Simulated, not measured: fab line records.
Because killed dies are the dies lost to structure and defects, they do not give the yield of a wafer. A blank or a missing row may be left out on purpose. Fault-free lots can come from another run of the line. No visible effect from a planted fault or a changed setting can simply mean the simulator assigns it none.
Which tool is to blame? || flow nand_harc || 36 wafers from 12 lots sampled at 5 of the route's 1302 steps

== WHAT THE GAUGES READ, wafer by wafer ==
NHARC_A_CONTACT_INSPECT_44.
{"lot": "L075", "measured": "day 22 02:49", "on": "defect_inspect-01", "raw_defect_count": "150 136 168"}
{"lot": "L077", "measured": "day 23 07:44", "on": "defect_inspect-01", "raw_defect_count": "71 70 82"}
{"lot": "L078", "measured": "day 24 03:23", "on": "defect_inspect-02", "raw_defect_count": "66 78 80"}
{"lot": "L079", "measured": "day 24 07:43", "on": "defect_inspect-02", "raw_defect_count": "60 72 80"}
{"lot": "L083", "measured": "day 25 07:04", "on": "defect_inspect-01", "raw_defect_count": "68 69 70"}
{"lot": "L085", "measured": "day 26 08:20", "on": "defect_inspect-02", "raw_defect_count": "78 85 94"}
{"lot": "L087", "measured": "day 26 22:57", "on": "defect_inspect-01", "raw_defect_count": "55 60 54"}
{"lot": "L090", "measured": "day 27 23:47", "on": "defect_inspect-01", "raw_defect_count": "110 119 112"}
{"lot": "L091", "measured": "day 29 01:03", "on": "defect_inspect-01", "raw_defect_count": "105 113 96"}
{"lot": "L093", "measured": "day 29 17:47", "on": "defect_inspect-01", "raw_defect_count": "84 90 65"}
{"lot": "L096", "measured": "day 30 19:02", "on": "defect_inspect-02", "raw_defect_count": "78 87 83"}
{"lot": "L097", "measured": "day 31 00:10", "on": "defect_inspect-01", "raw_defect_count": "79 61 58"}

== WHICH TOOL RAN EACH LOT (tool, then ch and the chambers of the sampled wafers, then the start) ==
{"lot": "L075", "NHARC_A_SGD_CUT_CMP_21": "cmp-01 ch 0,1,3, day 20 04:48", "NHARC_A_SLIT_DEP_23": "pecvd-04 ch 1,2, day 20 09:47", "NHARC_A_SLIT_ETCH_15": "rie_diel-11 ch 0,1,2, day 21 22:25 or earlier", "NHARC_A_CONTACT_DEP_28": "acl_dep-02 ch 0, day 21 22:25"}
{"lot": "L077", "NHARC_A_SGD_CUT_CMP_21": "cmp-03 ch 0,2,3, day 21 12:52", "NHARC_A_SLIT_DEP_23": "pecvd-04 ch 0,1,2, day 21 17:49", "NHARC_A_SLIT_ETCH_15": "rie_diel-03 ch 0,2,3, day 23 02:47 or earlier", "NHARC_A_CONTACT_DEP_28": "acl_dep-03 ch 0, day 23 02:47"}
{"lot": "L078", "NHARC_A_SGD_CUT_CMP_21": "cmp-03 ch 0,3, day 22 01:40", "NHARC_A_SLIT_DEP_23": "pecvd-01 ch 0,1,2, day 22 07:55", "NHARC_A_SLIT_ETCH_15": "rie_diel-03 ch 0,2, day 23 23:09 or earlier", "NHARC_A_CONTACT_DEP_28": "acl_dep-03 ch 0, day 23 23:09"}
{"lot": "L079", "NHARC_A_SGD_CUT_CMP_21": "cmp-03 ch 0,3, day 22 10:02", "NHARC_A_SLIT_DEP_23": "pecvd-04 ch 0,2, day 22 16:34", "NHARC_A_SLIT_ETCH_15": "rie_diel-03 ch 0,1, day 24 04:02 or earlier", "NHARC_A_CONTACT_DEP_28": "acl_dep-03 ch 0, day 24 04:02"}
{"lot": "L083", "NHARC_A_SGD_CUT_CMP_21": "cmp-02 ch 0,2,3, day 23 07:56", "NHARC_A_SLIT_DEP_23": "pecvd-01 ch 0,1,2, day 23 13:13", "NHARC_A_SLIT_ETCH_15": "rie_diel-11 ch 0,1,3, day 25 01:55 or earlier", "NHARC_A_CONTACT_DEP_28": "acl_dep-03 ch 0, day 25 01:55"}
{"lot": "L085", "NHARC_A_SGD_CUT_CMP_21": "cmp-01 ch 0,2,3, day 24 06:43", "NHARC_A_SLIT_DEP_23": "pecvd-04 ch 0,1, day 24 18:32", "NHARC_A_SLIT_ETCH_15": "rie_diel-04 ch 0,1, day 26 04:03 or earlier", "NHARC_A_CONTACT_DEP_28": "acl_dep-03 ch 0, day 26 04:03"}
{"lot": "L087", "NHARC_A_SGD_CUT_CMP_21": "cmp-01 ch 0,1,2, day 24 16:12", "NHARC_A_SLIT_DEP_23": "pecvd-02 ch 0,2, day 25 03:26", "NHARC_A_SLIT_ETCH_15": "rie_diel-11 ch 0,1,3, day 26 17:59 or earlier", "NHARC_A_CONTACT_DEP_28": "acl_dep-01 ch 0, day 26 17:59"}
{"lot": "L090", "NHARC_A_SGD_CUT_CMP_21": "cmp-02 ch 0,1,2, day 26 04:40", "NHARC_A_SLIT_DEP_23": "pecvd-04 ch 0,1,2, day 26 09:35", "NHARC_A_SLIT_ETCH_15": "rie_diel-03 ch 0,1,2, day 27 18:38 or earlier", "NHARC_A_CONTACT_DEP_28": "acl_dep-01 ch 0, day 27 18:38"}
{"lot": "L091", "NHARC_A_SGD_CUT_CMP_21": "cmp-01 ch 0,1,3, day 27 02:46", "NHARC_A_SLIT_DEP_23": "pecvd-02 ch 0,1,2, day 27 08:45", "NHARC_A_SLIT_ETCH_15": "rie_diel-11 ch 0,1, day 28 22:04 or earlier", "NHARC_A_CONTACT_DEP_28": "acl_dep-02 ch 0, day 28 22:04"}
{"lot": "L093", "NHARC_A_SGD_CUT_CMP_21": "cmp-02 ch 1,2, day 27 20:43", "NHARC_A_SLIT_DEP_23": "pecvd-02 ch 0,1,2, day 28 01:38", "NHARC_A_SLIT_ETCH_15": "rie_diel-03 ch 0,1,3, day 29 12:43 or earlier", "NHARC_A_CONTACT_DEP_28": "acl_dep-03 ch 0, day 29 12:43"}
{"lot": "L096", "NHARC_A_SGD_CUT_CMP_21": "cmp-01 ch 0,1,3, day 28 13:10", "NHARC_A_SLIT_DEP_23": "pecvd-02 ch 0,1,2, day 28 20:01", "NHARC_A_SLIT_ETCH_15": "rie_diel-04 ch 0,1,3, day 30 13:54 or earlier", "NHARC_A_CONTACT_DEP_28": "acl_dep-02 ch 0, day 30 13:54"}
{"lot": "L097", "NHARC_A_SGD_CUT_CMP_21": "cmp-01 ch 0,2,3, day 29 03:16", "NHARC_A_SLIT_DEP_23": "pecvd-02 ch 0,2, day 29 09:24", "NHARC_A_SLIT_ETCH_15": "rie_diel-04 ch 0,1,3, day 30 19:13 or earlier", "NHARC_A_CONTACT_DEP_28": "acl_dep-03 ch 0, day 30 19:13"}
- NHARC_A_SGD_CUT_CMP_21: polishes, target thk 148.19 nm.
- NHARC_A_SLIT_DEP_23: deposits SiON, target thk 100 nm.
- NHARC_A_SLIT_ETCH_15: etches the open film in O2/COS, target depth 6200 nm, time 1612 s.
- NHARC_A_CONTACT_DEP_28: deposits aC, target thk 7000 nm.

== THE ANSWER, worked out from the rows above alone ==
Rule: the usual values come from the lots themselves. The widest of any qualifying gaps counts: lots, ordered by their means at a reading, are off when they make up no more than a third of the lots, leave a main group of 4 or more, and stand apart from it by 3 or more times the standard deviation of that group's means. If all means in a main group match to the digits the tables above print for the reading, that group is not used. A lot without any number at a reading at which 4 lots or more have one is off too. All remaining lots with rows at the step are treated as sound.
Nothing can be told from this: no lot is off at any reading shown.

== WHAT THE SIMULATOR HAD PUT IN ==
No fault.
